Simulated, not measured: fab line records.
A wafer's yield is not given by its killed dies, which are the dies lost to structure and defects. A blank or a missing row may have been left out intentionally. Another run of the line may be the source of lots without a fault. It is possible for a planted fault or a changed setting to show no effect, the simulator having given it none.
Split-lot study || flow n5-finfet || on a route of 1938 steps: 7 lots, 21 wafers read

== ABOUT THE SPLIT ==
At N5_MOL_CONTACT_COAG_ALD_27 (deposits SiOC, target thk 17 nm, pulse time 1.5 s, time 2720 s), the setting ald-cycles was moved away from the recipe's 340 on 5 of the 21 wafers read, by -11.2% to -5.0%. For the rest of the wafers, this setting stayed at what the recipe calls for.

Reading taken at the split's own step.

== THE READING ==
SiOC_of_MOL_CONTACT_COAG_ALD_27.thk-nm (the simulator's own value, which no gauge read), in nm, at N5_MOL_CONTACT_COAG_ALD_27 (deposits SiOC, target thk 17 nm, pulse time 1.5 s, time 2720 s). The file gives no usual value for it. Here, 16 wafers ran the recipe; their average is 17.0 nm with a standard deviation of 0.11 nm.

{"wafer": "L074.2", "tool, chamber at the split": "ald-sin-03, 2", "ald-cycles as run": 340, "against the recipe": "recipe", "SiOC_of_MOL_CONTACT_COAG_ALD_27.thk-nm, nm": 17, "against lot-mates on the recipe": "-"}
{"wafer": "L074.4", "tool, chamber at the split": "ald-sin-03, 3,0", "ald-cycles as run": 340, "against the recipe": "recipe", "SiOC_of_MOL_CONTACT_COAG_ALD_27.thk-nm, nm": 17.2, "against lot-mates on the recipe": "-"}
{"wafer": "L074.5", "tool, chamber at the split": "ald-sin-03, 3,0", "ald-cycles as run": 340, "against the recipe": "recipe", "SiOC_of_MOL_CONTACT_COAG_ALD_27.thk-nm, nm": 17.2, "against lot-mates on the recipe": "-"}
{"wafer": "L080.2", "tool, chamber at the split": "ald-sin-01, 1,3", "ald-cycles as run": 312, "against the recipe": "-8.2%", "SiOC_of_MOL_CONTACT_COAG_ALD_27.thk-nm, nm": 15.6, "against lot-mates on the recipe": -1.4}
{"wafer": "L080.6", "tool, chamber at the split": "ald-sin-01, 1,3", "ald-cycles as run": 312, "against the recipe": "-8.2%", "SiOC_of_MOL_CONTACT_COAG_ALD_27.thk-nm, nm": 15.6, "against lot-mates on the recipe": -1.4}
{"wafer": "L080.3", "tool, chamber at the split": "ald-sin-01, 0", "ald-cycles as run": 340, "against the recipe": "recipe", "SiOC_of_MOL_CONTACT_COAG_ALD_27.thk-nm, nm": 17, "against lot-mates on the recipe": "-"}
{"wafer": "L083.2", "tool, chamber at the split": "ald-sin-01, 1", "ald-cycles as run": 340, "against the recipe": "recipe", "SiOC_of_MOL_CONTACT_COAG_ALD_27.thk-nm, nm": 16.8, "against lot-mates on the recipe": "-"}
{"wafer": "L083.5", "tool, chamber at the split": "ald-sin-01, 1,2", "ald-cycles as run": 340, "against the recipe": "recipe", "SiOC_of_MOL_CONTACT_COAG_ALD_27.thk-nm, nm": 17, "against lot-mates on the recipe": "-"}
{"wafer": "L083.6", "tool, chamber at the split": "ald-sin-01, 1,2", "ald-cycles as run": 340, "against the recipe": "recipe", "SiOC_of_MOL_CONTACT_COAG_ALD_27.thk-nm, nm": 17, "against lot-mates on the recipe": "-"}
{"wafer": "L084.1", "tool, chamber at the split": "ald-sin-03, 2,1", "ald-cycles as run": 340, "against the recipe": "recipe", "SiOC_of_MOL_CONTACT_COAG_ALD_27.thk-nm, nm": 17, "against lot-mates on the recipe": "-"}
{"wafer": "L084.2", "tool, chamber at the split": "ald-sin-03, 2,1", "ald-cycles as run": 340, "against the recipe": "recipe", "SiOC_of_MOL_CONTACT_COAG_ALD_27.thk-nm, nm": 17, "against lot-mates on the recipe": "-"}
{"wafer": "L084.3", "tool, chamber at the split": "ald-sin-03, 0", "ald-cycles as run": 340, "against the recipe": "recipe", "SiOC_of_MOL_CONTACT_COAG_ALD_27.thk-nm, nm": 17.2, "against lot-mates on the recipe": "-"}
{"wafer": "L087.2", "tool, chamber at the split": "ald-sin-02, 3,0", "ald-cycles as run": 340, "against the recipe": "recipe", "SiOC_of_MOL_CONTACT_COAG_ALD_27.thk-nm, nm": 17, "against lot-mates on the recipe": "-"}
{"wafer": "L087.4", "tool, chamber at the split": "ald-sin-02, 3,0", "ald-cycles as run": 340, "against the recipe": "recipe", "SiOC_of_MOL_CONTACT_COAG_ALD_27.thk-nm, nm": 17, "against lot-mates on the recipe": "-"}
{"wafer": "L087.5", "tool, chamber at the split": "ald-sin-02, 2", "ald-cycles as run": 302, "against the recipe": "-11.2%", "SiOC_of_MOL_CONTACT_COAG_ALD_27.thk-nm, nm": 15, "against lot-mates on the recipe": -2.0}
{"wafer": "L092.2", "tool, chamber at the split": "ald-sin-02, 0", "ald-cycles as run": 323, "against the recipe": "-5.0%", "SiOC_of_MOL_CONTACT_COAG_ALD_27.thk-nm, nm": 16.2, "against lot-mates on the recipe": -0.8}
{"wafer": "L092.4", "tool, chamber at the split": "ald-sin-02, 3", "ald-cycles as run": 340, "against the recipe": "recipe", "SiOC_of_MOL_CONTACT_COAG_ALD_27.thk-nm, nm": 17, "against lot-mates on the recipe": "-"}
{"wafer": "L092.6", "tool, chamber at the split": "ald-sin-02, 2", "ald-cycles as run": 323, "against the recipe": "-5.0%", "SiOC_of_MOL_CONTACT_COAG_ALD_27.thk-nm, nm": 16, "against lot-mates on the recipe": -1.0}
{"wafer": "L094.1", "tool, chamber at the split": "ald-sin-01, 0", "ald-cycles as run": 340, "against the recipe": "recipe", "SiOC_of_MOL_CONTACT_COAG_ALD_27.thk-nm, nm": 16.8, "against lot-mates on the recipe": "-"}
{"wafer": "L094.4", "tool, chamber at the split": "ald-sin-01, 3", "ald-cycles as run": 340, "against the recipe": "recipe", "SiOC_of_MOL_CONTACT_COAG_ALD_27.thk-nm, nm": 17, "against lot-mates on the recipe": "-"}
{"wafer": "L094.5", "tool, chamber at the split": "ald-sin-01, 3", "ald-cycles as run": 340, "against the recipe": "recipe", "SiOC_of_MOL_CONTACT_COAG_ALD_27.thk-nm, nm": 17, "against lot-mates on the recipe": "-"}
When a row names more than one chamber, that row covers several wafers, and the file does not tell which wafer ran in which chamber.

FIT RESULTS
A straight line over all 21 wafers: SiOC_of_MOL_CONTACT_COAG_ALD_27.thk-nm changes by +0.177 nm for each +1% of ald-cycles; r = +0.99; the points scatter about the line by 0.11 nm.
The same after taking each lot's own level away (the mean of its wafers on the recipe; 21 wafers): +0.175 nm for each +1%; r = +0.99; scatter 0.084 nm.
The reading moves by 2 nm for the largest change in ald-cycles, on that fit.
Measured against the standard deviation above, the lots' own levels, which go from 16.93 to 17.13 nm, span 1.8 times it.
Consequently the slope shifts little with the lot-to-lot level, the two slopes agreeing.
Check: -1.93 nm against its lot-mates is what the line predicts for one of the wafers moved furthest among these (-11.2%) when that wafer is left out of the fit. Against them it came out at -2 nm.

== OTHER SPLITS APPLIED TO THESE WAFERS ==
Before the reading, these wafers also passed through other splits. Each is held against what the fit with the lots' levels taken away leaves over:
{"other split on the same wafers": "N5_HKMG_FIN_EXPOSE_09 dose-mj", "wafers away from the commonest value": 8, "r with SiOC_of_MOL_CONTACT_COAG_ALD_27.thk-nm (lot level and that fit taken away)": -0.10}
{"other split on the same wafers": "N5_HKMG_FIN_ETCH_32 source-w", "wafers away from the commonest value": 9, "r with SiOC_of_MOL_CONTACT_COAG_ALD_27.thk-nm (lot level and that fit taken away)": -0.09}

== FILE'S OWN FIT ==
SiOC_of_MOL_CONTACT_COAG_ALD_27.thk-nm changes by +0.176 nm for each +1% of ald-cycles, r = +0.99.
